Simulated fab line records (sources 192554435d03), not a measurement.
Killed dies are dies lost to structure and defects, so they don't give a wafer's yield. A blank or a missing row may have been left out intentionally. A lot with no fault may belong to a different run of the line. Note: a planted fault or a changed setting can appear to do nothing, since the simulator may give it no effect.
Matching of chambers || flow n5-finfet || 4 sister chambers for N5_MOL_CONTACT_COAG_VIA_ETCH_117 on rie-diel-02
The step etches SiO2 in C4F6/O2, target depth 40 nm, overetch 8 nm, time 26 s. 33 wafers are shown with their chamber, then 12 later ones without.

EACH WAFER AND ITS CHAMBER
{"wafer": "L076.1", "chamber": 3, "rf-vpp-V (V)": 1561, "showerhead-plenum-p-Torr (Torr)": 2.80, "drypump-motor-current-A (A)": 6.2}
{"wafer": "L076.3", "chamber": 1, "rf-vpp-V (V)": 1540, "showerhead-plenum-p-Torr (Torr)": 2.77, "drypump-motor-current-A (A)": 6.4}
{"wafer": "L076.5", "chamber": 0, "rf-vpp-V (V)": 1554, "showerhead-plenum-p-Torr (Torr)": 3.05, "drypump-motor-current-A (A)": 5.5}
{"wafer": "L078.1", "chamber": 0, "rf-vpp-V (V)": 1553, "showerhead-plenum-p-Torr (Torr)": 3.05, "drypump-motor-current-A (A)": 5.5}
{"wafer": "L078.3", "chamber": 2, "rf-vpp-V (V)": 1628, "showerhead-plenum-p-Torr (Torr)": 2.92, "drypump-motor-current-A (A)": 5.8}
{"wafer": "L078.5", "chamber": 1, "rf-vpp-V (V)": 1541, "showerhead-plenum-p-Torr (Torr)": 2.77, "drypump-motor-current-A (A)": 6.4}
{"wafer": "L079.1", "chamber": 3, "rf-vpp-V (V)": 1561, "showerhead-plenum-p-Torr (Torr)": 2.79, "drypump-motor-current-A (A)": 6.1}
{"wafer": "L079.2", "chamber": 0, "rf-vpp-V (V)": 1553, "showerhead-plenum-p-Torr (Torr)": 3.05, "drypump-motor-current-A (A)": 5.6}
{"wafer": "L079.4", "chamber": 1, "rf-vpp-V (V)": 1542, "showerhead-plenum-p-Torr (Torr)": 2.77, "drypump-motor-current-A (A)": 6.4}
{"wafer": "L080.2", "chamber": 2, "rf-vpp-V (V)": 1626, "showerhead-plenum-p-Torr (Torr)": 2.92, "drypump-motor-current-A (A)": 5.8}
{"wafer": "L080.4", "chamber": 0, "rf-vpp-V (V)": 1553, "showerhead-plenum-p-Torr (Torr)": 3.05, "drypump-motor-current-A (A)": 5.5}
{"wafer": "L080.5", "chamber": 1, "rf-vpp-V (V)": 1542, "showerhead-plenum-p-Torr (Torr)": 2.77, "drypump-motor-current-A (A)": 6.3}
{"wafer": "L081.1", "chamber": 1, "rf-vpp-V (V)": 1541, "showerhead-plenum-p-Torr (Torr)": 2.76, "drypump-motor-current-A (A)": 6.3}
{"wafer": "L081.5", "chamber": 2, "rf-vpp-V (V)": 1627, "showerhead-plenum-p-Torr (Torr)": 2.92, "drypump-motor-current-A (A)": 5.8}
{"wafer": "L081.6", "chamber": 3, "rf-vpp-V (V)": 1561, "showerhead-plenum-p-Torr (Torr)": 2.79, "drypump-motor-current-A (A)": 6.1}
{"wafer": "L082.1", "chamber": 3, "rf-vpp-V (V)": 1560, "showerhead-plenum-p-Torr (Torr)": 2.79, "drypump-motor-current-A (A)": 6.1}
{"wafer": "L082.4", "chamber": 2, "rf-vpp-V (V)": 1625, "showerhead-plenum-p-Torr (Torr)": 2.92, "drypump-motor-current-A (A)": 5.8}
{"wafer": "L082.6", "chamber": 2, "rf-vpp-V (V)": 1627, "showerhead-plenum-p-Torr (Torr)": 2.92, "drypump-motor-current-A (A)": 5.8}
{"wafer": "L084.1", "chamber": 2, "rf-vpp-V (V)": 1628, "showerhead-plenum-p-Torr (Torr)": 2.91, "drypump-motor-current-A (A)": 5.8}
{"wafer": "L084.2", "chamber": 0, "rf-vpp-V (V)": 1551, "showerhead-plenum-p-Torr (Torr)": 3.04, "drypump-motor-current-A (A)": 5.5}
{"wafer": "L084.3", "chamber": 1, "rf-vpp-V (V)": 1542, "showerhead-plenum-p-Torr (Torr)": 2.76, "drypump-motor-current-A (A)": 6.3}
{"wafer": "L085.2", "chamber": 0, "rf-vpp-V (V)": 1551, "showerhead-plenum-p-Torr (Torr)": 3.04, "drypump-motor-current-A (A)": 5.5}
{"wafer": "L085.3", "chamber": 2, "rf-vpp-V (V)": 1627, "showerhead-plenum-p-Torr (Torr)": 2.91, "drypump-motor-current-A (A)": 5.8}
{"wafer": "L085.6", "chamber": 2, "rf-vpp-V (V)": 1627, "showerhead-plenum-p-Torr (Torr)": 2.91, "drypump-motor-current-A (A)": 5.8}
{"wafer": "L087.1", "chamber": 1, "rf-vpp-V (V)": 1541, "showerhead-plenum-p-Torr (Torr)": 2.76, "drypump-motor-current-A (A)": 6.3}
{"wafer": "L087.2", "chamber": 3, "rf-vpp-V (V)": 1561, "showerhead-plenum-p-Torr (Torr)": 2.79, "drypump-motor-current-A (A)": 6.1}
{"wafer": "L087.5", "chamber": 0, "rf-vpp-V (V)": 1553, "showerhead-plenum-p-Torr (Torr)": 3.04, "drypump-motor-current-A (A)": 5.5}
{"wafer": "L089.1", "chamber": 3, "rf-vpp-V (V)": 1560, "showerhead-plenum-p-Torr (Torr)": 2.79, "drypump-motor-current-A (A)": 6.2}
{"wafer": "L089.3", "chamber": 0, "rf-vpp-V (V)": 1553, "showerhead-plenum-p-Torr (Torr)": 3.04, "drypump-motor-current-A (A)": 5.5}
{"wafer": "L089.4", "chamber": 1, "rf-vpp-V (V)": 1541, "showerhead-plenum-p-Torr (Torr)": 2.76, "drypump-motor-current-A (A)": 6.4}
{"wafer": "L092.1", "chamber": 3, "rf-vpp-V (V)": 1559, "showerhead-plenum-p-Torr (Torr)": 2.79, "drypump-motor-current-A (A)": 6.1}
{"wafer": "L092.2", "chamber": 2, "rf-vpp-V (V)": 1625, "showerhead-plenum-p-Torr (Torr)": 2.91, "drypump-motor-current-A (A)": 5.8}
{"wafer": "L092.5", "chamber": 1, "rf-vpp-V (V)": 1542, "showerhead-plenum-p-Torr (Torr)": 2.75, "drypump-motor-current-A (A)": 6.4}

SIGNATURES (means of the wafers above)
{"reading": "rf-vpp-V", "chamber 0": 1552.62, "chamber 1": 1541.33, "chamber 2": 1626.67, "chamber 3": 1560.43, "scatter within a chamber": 0.939}
{"reading": "showerhead-plenum-p-Torr", "chamber 0": 3.0450, "chamber 1": 2.7633, "chamber 2": 2.9156, "chamber 3": 2.7914, "scatter within a chamber": 0.0056}
{"reading": "drypump-motor-current-A", "chamber 0": 5.513, "chamber 1": 6.356, "chamber 2": 5.800, "chamber 3": 6.129, "scatter within a chamber": 0.0395}
Rule: distance of a wafer from a chamber = root of the sum over the readings of ((wafer's reading minus chamber's mean) / reading's scatter) squared. The wafer belongs to the nearest chamber; if the next one is less than 2 further off, it can't be placed. The scatter: take each reading less its chamber's mean, square it, sum over the shown wafers, divide by the number of wafers less the number of chambers, and take the root.

WAFERS WHOSE CHAMBER IS MISSING
{"wafer": "L093.1", "rf-vpp-V (V)": 1626, "showerhead-plenum-p-Torr (Torr)": 2.91, "drypump-motor-current-A (A)": 5.8}
{"wafer": "L093.3", "rf-vpp-V (V)": 1553, "showerhead-plenum-p-Torr (Torr)": 3.03, "drypump-motor-current-A (A)": 5.5}
{"wafer": "L093.4", "rf-vpp-V (V)": 1559, "showerhead-plenum-p-Torr (Torr)": 2.78, "drypump-motor-current-A (A)": 6.1}
{"wafer": "L095.1", "rf-vpp-V (V)": 1551, "showerhead-plenum-p-Torr (Torr)": 3.03, "drypump-motor-current-A (A)": 5.5}
{"wafer": "L095.2", "rf-vpp-V (V)": 1540, "showerhead-plenum-p-Torr (Torr)": 2.75, "drypump-motor-current-A (A)": 6.3}
{"wafer": "L095.3", "rf-vpp-V (V)": 1626, "showerhead-plenum-p-Torr (Torr)": 2.90, "drypump-motor-current-A (A)": 5.8}
{"wafer": "L096.1", "rf-vpp-V (V)": 1560, "showerhead-plenum-p-Torr (Torr)": 2.78, "drypump-motor-current-A (A)": 6.1}
{"wafer": "L096.4", "rf-vpp-V (V)": 1552, "showerhead-plenum-p-Torr (Torr)": 3.03, "drypump-motor-current-A (A)": 5.5}
{"wafer": "L096.5", "rf-vpp-V (V)": 1559, "showerhead-plenum-p-Torr (Torr)": 2.78, "drypump-motor-current-A (A)": 6.1}
{"wafer": "L097.2", "rf-vpp-V (V)": 1551, "showerhead-plenum-p-Torr (Torr)": 3.03, "drypump-motor-current-A (A)": 5.5}
{"wafer": "L097.4", "rf-vpp-V (V)": 1541, "showerhead-plenum-p-Torr (Torr)": 2.75, "drypump-motor-current-A (A)": 6.3}
{"wafer": "L097.5", "rf-vpp-V (V)": 1558, "showerhead-plenum-p-Torr (Torr)": 2.78, "drypump-motor-current-A (A)": 6.1}

WHICH CHAMBER EACH ONE RAN IN
{"wafer": "L093.1", "from the rows above": 2, "in truth": 2}
{"wafer": "L093.3", "from the rows above": 0, "in truth": 0}
{"wafer": "L093.4", "from the rows above": 3, "in truth": 3}
{"wafer": "L095.1", "from the rows above": 0, "in truth": 0}
{"wafer": "L095.2", "from the rows above": 1, "in truth": 1}
{"wafer": "L095.3", "from the rows above": 2, "in truth": 2}
{"wafer": "L096.1", "from the rows above": 3, "in truth": 3}
{"wafer": "L096.4", "from the rows above": 0, "in truth": 0}
{"wafer": "L096.5", "from the rows above": 3, "in truth": 3}
{"wafer": "L097.2", "from the rows above": 0, "in truth": 0}
{"wafer": "L097.4", "from the rows above": 1, "in truth": 1}
{"wafer": "L097.5", "from the rows above": 3, "in truth": 3}
Correct placement for 12 of the 12. Can't be placed from these rows: 0. Wrongly placed: 0.
